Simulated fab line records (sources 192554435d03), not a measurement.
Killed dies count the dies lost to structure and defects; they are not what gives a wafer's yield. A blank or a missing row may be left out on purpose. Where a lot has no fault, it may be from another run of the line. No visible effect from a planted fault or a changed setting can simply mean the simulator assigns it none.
The tool behind it: which one? + flow n5-finfet + 9 lots with 26 wafers sampled at 5 steps, on a route of 1938 steps

WHAT EACH GAUGE READ, for each wafer
N5_SD_EPI_P_CD_MEAS_09: target cd 240 nm.
| lot  | measured    | on        | cd-nm (nm)        |
|------|-------------|-----------|-------------------|
| L387 | day 3 05:08 | cd-sem-02 | 240.4 240.6       |
| L389 | day 3 16:55 | cd-sem-01 | 240.0 238.5 238.8 |
| L392 | day 4 13:40 | cd-sem-03 | 240.4 240.0 240.0 |
| L395 | day 5 08:04 | cd-sem-03 | 240.6 240.6 239.7 |
| L397 | day 5 19:46 | cd-sem-01 | 240.5 240.7 240.4 |
| L398 | day 6 06:52 | cd-sem-01 | 237.9 239.7 238.7 |
| L403 | day 7 09:19 | cd-sem-03 | 240.1 241.4 243.0 |
| L409 | day 8 22:42 | cd-sem-02 | 240.8 240.4 240.6 |
| L410 | day 9 01:35 | cd-sem-01 | 239.9 240.8 240.2 |

N5_BEOL_M4_RC_MEAS_101.
| lot  | measured     | on        | DIBL_N (mV/V)  | DIBL_P (mV/V)  | IOFF_N (nA/um) | IOFF_N_85C (nA/um) | IOFF_N_LIN (nA/um) | IOFF_P (nA/um) | ION_N (uA/um) | ION_P (uA/um) | REXT_N (ohm.um) | SS_N (mV/dec)  | SS_P (mV/dec)  | VT_N (mV)   | VT_N_LVT (mV) | VT_P (mV)      |
|------|--------------|-----------|----------------|----------------|----------------|--------------------|--------------------|----------------|---------------|---------------|-----------------|----------------|----------------|-------------|---------------|----------------|
| L387 | day 8 06:41  | prober-02 | 33.8 35.4      | 32.5 34.2      | 0.13 0.16      | 2.6 3.1            | 0.066 0.078        | 0.16 0.19      | 686 688       | 465 467       | 71.3 70.7       | 70.7 70.9      | 72.0 72.9      | 250 248     | 99 96         | -256 -251      |
| L389 | day 9 04:30  | prober-02 | 36.2 35.3 36.0 | 35.8 35.2 35.4 | 0.18 0.15 0.15 | 3.5 3.0 3.1        | 0.085 0.070 0.071  | 0.24 0.22 0.23 | 684 675 666   | 471 465 466   | 70.7 71.9 71.3  | 71.6 71.0 71.3 | 73.8 73.2 73.2 | 245 252 254 | 95 99 100     | -246 -248 -249 |
| L392 | day 9 12:51  | prober-01 | 40.0 38.2 34.4 | 39.7 38.1 33.4 | 0.23 0.17 0.12 | 4.3 3.4 2.5        | 0.099 0.079 0.061  | 0.24 0.21 0.16 | 689 662 680   | 455 449 463   | 73.2 74.7 73.4  | 72.8 72.8 70.5 | 74.9 73.2 72.3 | 244 248 255 | 91 96 99      | -251 -254 -255 |
| L395 | day 10 07:07 | prober-01 | 47.2 45.4 43.8 | 41.3 38.6 35.2 | 0.47 0.36 0.29 | 7.8 6.3 5.2        | 0.176 0.130 0.113  | 0.36 0.30 0.22 | 757 719 722   | 497 479 477   | 67.4 66.7 66.1  | 73.3 74.1 72.8 | 74.2 73.4 72.8 | 234 238 240 | 83 88 89      | -241 -245 -244 |
| L397 | day 11 01:13 | prober-01 | 43.2 44.8 45.9 | 36.4 35.6 40.8 | 0.36 0.43 0.47 | 6.0 7.1 7.7        | 0.148 0.166 0.183  | 0.29 0.28 0.41 | 735 766 729   | 484 493 484   | 66.9 65.2 66.9  | 72.6 73.5 73.4 | 73.6 72.7 74.7 | 237 232 231 | 84 80 80      | -243 -244 -240 |
| L398 | day 11 03:32 | prober-01 | 37.2 34.2 35.3 | 36.5 34.1 36.3 | 0.19 0.13 0.16 | 3.7 2.7 3.1        | 0.088 0.066 0.076  | 0.20 0.17 0.21 | 695 646 665   | 472 446 454   | 73.7 77.2 77.8  | 71.7 70.3 71.2 | 73.8 72.6 73.6 | 246 250 247 | 93 99 96      | -254 -256 -252 |
| L403 | day 12 12:25 | prober-01 | 39.1 35.7 38.9 | 38.1 34.2 39.0 | 0.18 0.13 0.19 | 3.4 2.6 3.6        | 0.080 0.060 0.086  | 0.22 0.16 0.24 | 672 657 678   | 461 449 456   | 75.3 76.3 76.3  | 72.0 71.8 72.1 | 73.4 73.1 74.0 | 249 252 247 | 98 102 95     | -253 -256 -252 |
| L409 | day 14 04:28 | prober-02 | 33.7 33.2 38.4 | 32.3 31.3 37.8 | 0.11 0.10 0.18 | 2.3 2.1 3.4        | 0.055 0.051 0.081  | 0.14 0.14 0.21 | 653 664 669   | 450 453 455   | 78.7 76.3 76.9  | 69.8 70.4 71.6 | 71.8 71.6 73.5 | 254 256 249 | 102 103 97    | -255 -258 -254 |
| L410 | day 14 01:08 | prober-01 | 35.8 40.4 31.0 | 38.1 42.0 31.3 | 0.15 0.26 0.08 | 2.9 4.7 1.8        | 0.070 0.111 0.043  | 0.23 0.31 0.13 | 661 701 647   | 461 482 449   | 76.5 72.9 76.9  | 70.6 72.5 69.6 | 74.0 75.7 71.7 | 250 242 260 | 100 91 110    | -250 -245 -255 |

WHICH TOOL RAN EACH LOT (tool, then ch and the chambers of the sampled wafers, then the start)
| lot  | N5_SD_EPI_P_ETCH_37               | N5_SD_ACTIVATION_RTA_00         | N5_SDB_HM_DEP_00               |
|------|-----------------------------------|---------------------------------|--------------------------------|
| L387 | rie-diel-05 ch 3, day 3 05:19     | rtp-anneal-01 ch 0, day 3 10:00 | pecvd-03 ch 1,2, day 3 17:22   |
| L389 | rie-diel-04 ch 2,3, day 3 17:15   | rtp-anneal-02 ch 0, day 3 20:58 | pecvd-03 ch 0,1, day 4 04:08   |
| L392 | rie-diel-04 ch 1,2,3, day 4 14:20 | rtp-anneal-01 ch 0, day 4 19:54 | pecvd-01 ch 0,1,2, day 5 04:00 |
| L395 | rie-diel-03 ch 0,1,2, day 5 08:14 | rtp-anneal-02 ch 0, day 5 12:02 | pecvd-01 ch 0,2, day 5 19:02   |
| L397 | rie-diel-04 ch 0,1,3, day 5 19:57 | rtp-anneal-02 ch 0, day 5 23:36 | pecvd-02 ch 0,1,2, day 6 06:56 |
| L398 | rie-diel-04 ch 0,2,3, day 6 07:04 | rtp-anneal-01 ch 0, day 6 12:45 | pecvd-01 ch 0,1,2, day 6 19:50 |
| L403 | rie-diel-04 ch 0,1,3, day 7 09:29 | rtp-anneal-01 ch 0, day 7 13:17 | pecvd-01 ch 0,2, day 7 20:51   |
| L409 | rie-diel-04 ch 0,3, day 8 22:53   | rtp-anneal-01 ch 0, day 9 02:35 | pecvd-03 ch 1,2, day 9 10:00   |
| L410 | rie-diel-04 ch 0,1,3, day 9 01:46 | rtp-anneal-02 ch 0, day 9 05:29 | pecvd-03 ch 0,1, day 9 12:30   |
- N5_SD_EPI_P_ETCH_37: etches SOC in N2/H2, overetch 108 nm, time 486 s.
- N5_SD_ACTIVATION_RTA_00: time 0 s.
- N5_SDB_HM_DEP_00: deposits SiNx from SiH4/NH3/N2, target thk 40 nm, time 35.3 s.

AS READ BY THE TOOLS THEMSELVES (means over the sampled wafers that have a number; for cases with no such wafer, the mark the record gives instead)
N5_SD_EPI_P_ETCH_37.
| lot  | tool        | drypump-motor-current-A (A) | oes-product-au (a.u.) | rf-vpp-V (V) | showerhead-plenum-p-Torr (Torr) | throttle-valve-pct (%) |
|------|-------------|-----------------------------|-----------------------|--------------|---------------------------------|------------------------|
| L387 | rie-diel-05 | 5.3                         | 0.82                  | 241.3        | 2.62                            | 23.8                   |
| L389 | rie-diel-04 | 5.6                         | 0.74                  | 240.6        | 2.45                            | 23.4                   |
| L392 | rie-diel-04 | 6.0                         | 0.75                  | 240.3        | 2.53                            | 23.7                   |
| L395 | rie-diel-03 | 5.7                         | 0.73                  | 241.1        | 2.63                            | 24.0                   |
| L397 | rie-diel-04 | 5.5                         | 0.79                  | 242.7        | 2.61                            | 23.3                   |
| L398 | rie-diel-04 | 5.7                         | 0.76                  | 240.8        | 2.53                            | 23.3                   |
| L403 | rie-diel-04 | 5.5                         | 0.78                  | 241.3        | 2.61                            | 23.3                   |
| L409 | rie-diel-04 | 5.3                         | 0.77                  | 241.7        | 2.60                            | 22.9                   |
| L410 | rie-diel-04 | 5.5                         | 0.76                  | 241.4        | 2.60                            | 23.3                   |

N5_SD_ACTIVATION_RTA_00.
| lot  | tool          | lamp-power-pct (%) | lamp_zone_1_pct (%) | lamp_zone_2_pct (%) | lamp_zone_3_pct (%) | lamp_zone_4_pct (%) | lamp_zone_5_pct (%) | lamp_zone_6_pct (%) | lamp_zone_7_pct (%) | wafer_temp_C_max |
|------|---------------|--------------------|---------------------|---------------------|---------------------|---------------------|---------------------|---------------------|---------------------|------------------|
| L387 | rtp-anneal-01 | 9.00               | 8.931               | 8.956               | 8.942               | 8.946               | 8.965               | 8.869               | 9.317               | 976.9            |
| L389 | rtp-anneal-02 | 8.97               | 8.920               | 8.976               | 8.972               | 8.941               | 8.946               | 8.858               | 9.359               | 974.5            |
| L392 | rtp-anneal-01 | 8.99               | 8.966               | 8.948               | 8.947               | 8.965               | 8.922               | 8.903               | 9.351               | 977.6            |
| L395 | rtp-anneal-02 | 9.35               | 9.327               | 9.322               | 9.340               | 9.319               | 9.296               | 9.258               | 9.736               | 971.9            |
| L397 | rtp-anneal-02 | 9.35               | 9.308               | 9.307               | 9.309               | 9.321               | 9.321               | 9.242               | 9.724               | 973.6            |
| L398 | rtp-anneal-01 | 8.92               | 8.934               | 8.940               | 8.980               | 8.950               | 8.940               | 8.876               | 9.355               | 973.6            |
| L403 | rtp-anneal-01 | 8.97               | 8.950               | 8.934               | 8.959               | 8.957               | 8.945               | 8.852               | 9.351               | 976.3            |
| L409 | rtp-anneal-01 | 8.97               | 8.953               | 8.945               | 8.980               | 8.936               | 8.982               | 8.864               | 9.356               | 975.4            |
| L410 | rtp-anneal-02 | 8.95               | 8.961               | 8.945               | 8.933               | 8.951               | 8.940               | 8.880               | 9.334               | 974.8            |

N5_SDB_HM_DEP_00.
| lot  | tool     | heater-power-w (W) | showerhead-plenum-p-Torr (Torr) | throttle-valve-pct (%) |
|------|----------|--------------------|---------------------------------|------------------------|
| L387 | pecvd-03 | 772                | 5.19                            | 42.2                   |
| L389 | pecvd-03 | 756                | 5.21                            | 40.5                   |
| L392 | pecvd-01 | 768                | 5.19                            | 40.4                   |
| L395 | pecvd-01 | 859                | 5.26                            | 40.5                   |
| L397 | pecvd-02 | 784                | 5.11                            | 39.4                   |
| L398 | pecvd-01 | 828                | 5.19                            | 40.5                   |
| L403 | pecvd-01 | 842                | 5.26                            | 40.4                   |
| L409 | pecvd-03 | 830                | 5.21                            | 41.9                   |
| L410 | pecvd-03 | 799                | 5.20                            | 40.6                   |

THE ANSWER, worked out from the rows above alone
Rule: usual is defined by the lots themselves. The widest of any qualifying gaps counts: lots, ordered by their means at a reading, are off when they make up no more than a third of the lots, leave a main group of 4 or more, and stand apart from it by 3 or more times the standard deviation of that group's means. Not used: any main group whose means are identical at the precision the tables above print for the reading. A lot without any number at a reading at which 4 lots or more have one is off too. Where the step has rows for the other lots, those lots are counted as sound. The gauges are gone through in route order, then the tools' own readings, and for those a lot's mean is taken as printed above. At the first step where some lot is off, the reading lying furthest off is the one used; lots without a number count as furthest.
Off: L395, L397, seen at N5_BEOL_M4_RC_MEAS_101 (IOFF_N). For the main group the mean is 0.16 nA/um and the standard deviation 0.014.
A tool fits if, at a process step before that reading, it ran every lot that is off, and no sound lot after the first of them. The gauges at N5_BEOL_M4_RC_MEAS_101 aren't tried: what is off there is off at N5_SD_ACTIVATION_RTA_00 too, on other tools, and a gauge's error can't cause that. No candidate that was tried fits.

WHAT THE SIMULATOR HAD INSERTED
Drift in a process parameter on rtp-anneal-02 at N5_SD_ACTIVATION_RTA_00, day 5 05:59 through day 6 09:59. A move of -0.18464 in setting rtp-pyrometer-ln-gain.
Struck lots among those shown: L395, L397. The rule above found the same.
